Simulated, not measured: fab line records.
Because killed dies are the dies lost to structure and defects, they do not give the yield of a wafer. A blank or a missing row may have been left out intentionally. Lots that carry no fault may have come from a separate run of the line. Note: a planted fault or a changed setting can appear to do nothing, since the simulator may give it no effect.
Which tool was responsible? -- flow nandHarc -- 72 wafers sampled from 24 lots at 1 step of a route of 1159

WHAT EACH GAUGE READ, for each wafer
NHARC_A_ONON_D1_THK_MEAS_21: measures by ellipsometry.
lot,measured,on,thkNm (nm)
L074,day 7 19:24,filmMetro-01,1006 1004 1004
L076,day 8 09:19,filmMetro-02,1002 1003 1003
L075,day 8 09:19,filmMetro-01,1006 1006 1007
L078,day 9 00:18,filmMetro-02,996 996 997
L077,day 9 00:20,filmMetro-01,1002 1001 1002
L079,day 9 07:37,filmMetro-02,998 998 999
L080,day 9 19:22,filmMetro-01,984 983 983
L082,day 10 00:07,filmMetro-02,998 999 1000
L081,day 10 00:08,filmMetro-01,1006 1006 1005
L083,day 10 13:10,filmMetro-01,1012 1012 1012
L084,day 10 13:10,filmMetro-02,1009 1011 1011
L088,day 11 06:13,filmMetro-01,997 997 999
L087,day 11 06:14,filmMetro-02,997 995 995
L086,day 11 06:14,filmMetro-01,1005 1003 1003
L085,day 11 11:17,filmMetro-01,998 996 996
L090,day 11 22:09,filmMetro-01,990 988 989
L089,day 11 22:31,filmMetro-02,999 998 998
L091,day 12 06:26,filmMetro-01,987 989 987
L092,day 12 06:28,filmMetro-02,999 1002 1000
L093,day 12 12:28,filmMetro-02,996 997 998
L094,day 12 12:30,filmMetro-02,988 987 987
L095,day 13 05:32,filmMetro-02,983 983 983
L096,day 13 05:33,filmMetro-01,993 995 994
L097,day 13 23:45,filmMetro-02,1013 1013 1015

WHICH TOOL RAN EACH LOT (tool, then ch and the chambers of the sampled wafers, then the start)
There is no process step in the record ahead of these readings.

WHAT THE TOOLS THEMSELVES READ (means of the sampled wafers that have a number; where no wafer has one, the mark that the record gives instead)
The record holds no such reading with a usual standard deviation.

THE ANSWER, worked out from the rows above alone
Rule: usual is defined by the lots themselves. The widest of any qualifying gaps counts: lots, ordered by their means at a reading, are off when they make up no more than a third of the lots, leave a main group of 4 or more, and stand apart from it by 3 or more times the standard deviation of that group's means. A main group whose means are all the same, to the digits that the tables above print for the reading, isn't used. A lot without any number at a reading at which 4 lots or more have one is off too. All remaining lots with rows at the step are treated as sound. Order of review: gauges by route order, followed by the tools' own readings, for which a lot's mean as printed above is used. At the first step where some lot is off, the reading lying furthest off is the one used; lots without a number count as furthest.
No lot is off on any of the readings shown, so nothing can be concluded from this.

WHAT WAS PUT IN BY THE SIMULATOR
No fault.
